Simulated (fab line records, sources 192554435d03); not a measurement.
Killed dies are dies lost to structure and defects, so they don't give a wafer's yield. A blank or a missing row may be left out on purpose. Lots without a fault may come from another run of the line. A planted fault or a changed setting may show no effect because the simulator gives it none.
Problem report in the 8D (eight disciplines) form, filled by code | flow n5_finfet | the parts of the form that need people (team, actions taken, sign-off) are left out

1. THE PROBLEM
susceptor_temp_C at N5_BEOL_M1_PECVD_72 reads a mean of 392.25 C on 4 wafers of 3 lots; wafers without a fault read 399.96 C with a standard deviation of 0.22. That is -35 standard deviations from the usual mean.
The step: deposits SiO2 from TEOS/O2, target thk 16 nm, time 18 s.
First seen on wafer L313.2, day 8 01:26, on pecvd-03. The record holds 15 wafers of 5 lots with a number at this step. Rule for "out", or "out of limits": more than 4 standard deviations from the usual mean. The other wafers with a number count as sound.

2. WHAT IT IS AND WHAT IT IS NOT
question                    | is                             | is not
which readings at this step | susceptor_temp_C               | heater_power_w, showerhead_plenum_p_Torr, showerhead_vpp_V, throttle_valve_pct
which lots                  | L313, L317, L318               | L311, L323
which wafers of those lots  | L313.2, L317.2, L318.3, L318.6 | L313.4, L313.5, L317.3, L317.5, L318.5
read on which tools         | pecvd-03                       | pecvd-02
when                        | from day 8 01:26               | up to then (5 sound wafers); but 6 sound wafers of L317, L318, L323 came after

3. SUSPECTS, AND WHAT RULES EACH OUT
Counting: a tool at a process step up to the reading stays a suspect if it ran every lot that is out. Sound lots after the first of them don't rule it out here, since some wafers of a struck lot are sound.
- pecvd-03 at N5_BEOL_M1_PECVD_72 (deposits SiO2 from TEOS/O2, target thk 16 nm, time 18 s): kept. It ran every lot that is out, first L313 (day 8 01:26); its last sound lot up to then is L311 (day 6 21:55). Its own readings are out on those wafers: susceptor_temp_C.
- Within pecvd-03 at N5_BEOL_M1_PECVD_72: the wafers that are out ran in chamber 2; their sound lot-mates ran in chambers 0, 1.
Left after counting: pecvd-03 at N5_BEOL_M1_PECVD_72.

4. THE CAUSE (what the simulator had put in)
Process parameter drift: pecvd-03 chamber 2, from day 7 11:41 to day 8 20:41, at N5_BEOL_M1_PECVD_72. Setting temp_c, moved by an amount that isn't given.
Counting left only this tool.

5. THE CHAIN OF EFFECTS, in route order
Each row: a reading whose mean over the struck wafers that have a number lies more than 3 standard deviations from the usual. Only readings for which the record gives a usual standard deviation are gone through. hours: the time from each lot's start at the first step in this table that gives one to its start at this step, as a median over the lots. sigmas: the change in usual standard deviations.
hours | step                | reading          | usual    | on struck wafers | change | sigmas
0     | N5_BEOL_M1_PECVD_72 | susceptor_temp_C | 399.96 C | 392.25           | -7.71  | -35
The process steps in it:
- N5_BEOL_M1_PECVD_72: deposits SiO2 from TEOS/O2, target thk 16 nm, time 18 s.
Later measuring or inspecting steps at which every struck wafer that the step has a row for has a number for every such reading, and none has moved that far: N5_BEOL_M4_RC_MEAS_101.

6. WHAT WOULD HAVE CAUGHT IT SOONER
In this record the first reading out of limits was taken at day 8 01:26, 14 hours after the fault began at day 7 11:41.
